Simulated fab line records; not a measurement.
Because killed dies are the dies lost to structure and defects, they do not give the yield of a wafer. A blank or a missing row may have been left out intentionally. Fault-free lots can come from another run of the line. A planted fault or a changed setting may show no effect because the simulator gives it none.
Struck lot and sound lot, side by side + flow n5Finfet + 40 steps out of a route of 1938
Sound: wafers L565.3, L565.5, L565.6. Struck: wafer L573.5. (L573.1, L573.4 of the same lot were not struck and are left out.) The cause comes at the end.
Each step with rows lists, per side, the tool, then ch with its chambers, then its first start. Under that, the readings that differ: sound wafers + struck wafers + difference of the means + sigmas: that difference in standard deviations of wafers without a fault.
alike: readings with means less than 2 such deviations apart, plus words and numbers identical on both sides. not compared: withheld readings, readings lacking a value on some wafer, bounds such as >300 that could conceal the same value, and numbers that have no deviation in the record and whose values overlap.
The two part at a step that has a row with sigmas, a row that says differs or no value, or rows on one side only. Numbers that don't overlap but have no deviation are shown without sigmas and don't part them. A reading missing from all wafers of one side parts the sides only when that side holds two or more wafers.

first, 11 steps without rows for these wafers: N5_ZERO_LAYER_HMDS_04 (time 60 s); N5_ZERO_LAYER_COAT_05 (resist thk 1000 nm); N5_ZERO_LAYER_EBR_07; N5_ZERO_LAYER_SOFTBAKE_06 (time 90 s); N5_ZERO_LAYER_EXPOSE_08 (exposes mask ZERO, defocus 0 nm, target cd 2000 nm); N5_ZERO_LAYER_PEB_09; N5_ZERO_LAYER_DEVELOP_10 (develop time 60 s); N5_ZERO_LAYER_HARDBAKE_23 (time 120 s); N5_ZERO_LAYER_DESCUM_16 (chemistry O2, time 7.9 s); N5_ZERO_LAYER_ETCH_17 (etches SiO2 in CF4, target depth 12 nm, time 13.3 s); N5_ZERO_LAYER_ETCH_18 (etches Si in HBr/Cl2, target depth 120 nm, time 40 s).
N5_ZERO_LAYER_STRIP_24: strips in O2.
  sound on plasmaAsher-02 ch 0,1, day 2 01:10; struck on plasmaAsher-02 ch 1, day 4 01:01
  alike: drypumpMotorCurrentA, heaterPowerW, oesProductAu, stripTimeToEndpointS
  not compared: rfHoursCounterH
then, 1 step without rows for these wafers: N5_ZERO_LAYER_STRIP_19 (strips in SPM, time 900 s).
N5_ZERO_LAYER_INSPECT_20: inspects for defects (darkfield).
  sound on defectInspect-02, day 2 01:31; struck on defectInspect-01, day 4 01:23
| reading        | sound    | struck | difference | sigmas |
|----------------|----------|--------|------------|--------|
| rawDefectCount | 36 35 20 | 406    | +376       | +19    |
then, 8 steps without rows for these wafers: N5_WELL_APT_HMDS_01 (time 60 s); N5_WELL_APT_COAT_02 (resist thk 950 nm); N5_WELL_APT_EBR_04; N5_WELL_APT_SOFTBAKE_03 (time 60 s); N5_WELL_APT_EXPOSE_05 (exposes mask NWELL, defocus 0 nm, target cd 200 nm); N5_WELL_APT_PEB_06 (peb time 90 s); N5_WELL_APT_DEVELOP_07 (develop time 45 s); N5_WELL_APT_HARDBAKE_12 (time 120 s).
N5_WELL_APT_INSPECT_10: inspects for defects (macro).
  sound on defectInspect-02, day 2 01:59; struck on defectInspect-01, day 4 01:44
| reading        | sound | struck | difference | sigmas |
|----------------|-------|--------|------------|--------|
| rawDefectCount | 1 3 2 | >300   | differs    |        |
then, 12 steps without rows for these wafers: N5_WELL_APT_DESCUM_13 (chemistry O2, time 7.9 s); N5_WELL_APT_IMPLANT_14; N5_WELL_APT_IMPLANT_15; N5_WELL_APT_STRIP_16 (strips in SPM, time 900 s); N5_WELL_APT_HMDS_18 (time 60 s); N5_WELL_APT_COAT_19 (resist thk 950 nm); N5_WELL_APT_EBR_21; N5_WELL_APT_SOFTBAKE_20 (time 60 s); N5_WELL_APT_EXPOSE_22 (exposes mask PWELL, defocus 0 nm, target cd 200 nm); N5_WELL_APT_PEB_23 (peb time 90 s); N5_WELL_APT_DEVELOP_24 (develop time 45 s); N5_WELL_APT_HARDBAKE_29 (time 120 s).
N5_WELL_APT_INSPECT_27: inspects for defects (macro).
  sound on defectInspect-02, day 2 03:08; struck on defectInspect-01, day 4 03:00
| reading        | sound | struck | difference | sigmas |
|----------------|-------|--------|------------|--------|
| rawDefectCount | 3 3 1 | >300   | differs    |        |
then, 1 step without rows for these wafers: N5_WELL_APT_DESCUM_30 (chemistry O2, time 7.9 s).
N5_WELL_APT_INSPECT_38: inspects for defects (darkfield).
  sound on defectInspect-02, day 2 04:49; struck on defectInspect-02, day 4 04:40
| reading        | sound   | struck | difference | sigmas |
|----------------|---------|--------|------------|--------|
| rawDefectCount | 7 10 14 | 392    | +382       | +78    |
-- a jump in the record: the struck wafers' starts before and after are 6 days apart (it breaks off in module WELL_APT and resumes in module BEOL_M4, where the first step shown is number 1111 of the route) --
N5_BEOL_M4_RC_MEAS_101:
  sound on prober-02 ch 0, day 8 05:37; struck on prober-01 ch 0, day 10 15:53
| reading        | sound             | struck | difference | sigmas |
|----------------|-------------------|--------|------------|--------|
| DIBL_N (mV/V)  | 35.7 39.9 39.4    | 34.3   | -4.0       | -3     |
| DIBL_P (mV/V)  | 33.3 37.9 38.4    | 32.2   | -4.3       | -2     |
| IOFF_N (nA/um) | 0.134 0.225 0.197 | 0.123  | -0.062     | -2     |
| IOFF_P (nA/um) | 0.18 0.25 0.26    | 0.15   | -0.08      | -3     |
| SS_P (mV/dec)  | 72.0 73.2 74.3    | 71.1   | -2.1       | -3     |
| VT_P (mV)      | -249 -247 -248    | -256   | -8         | -2     |
  alike: ION_N, ION_P, SS_N, VT_N
-- a jump in the record: the struck wafers' starts before and after are 5 days apart (it breaks off in module BEOL_M4 and resumes in module PASSIVATION, where the first step shown is number 1936 of the route) --
N5_PASSIVATION_PROBE_49:
  only the struck wafers here have rows in the record (prober-01, day 15 10:21); the sound ones have none

## WHERE THEY PART
At N5_ZERO_LAYER_INSPECT_20 first; at N5_PASSIVATION_PROBE_49 last (within this record only).

WHY: what had been put in by the simulator
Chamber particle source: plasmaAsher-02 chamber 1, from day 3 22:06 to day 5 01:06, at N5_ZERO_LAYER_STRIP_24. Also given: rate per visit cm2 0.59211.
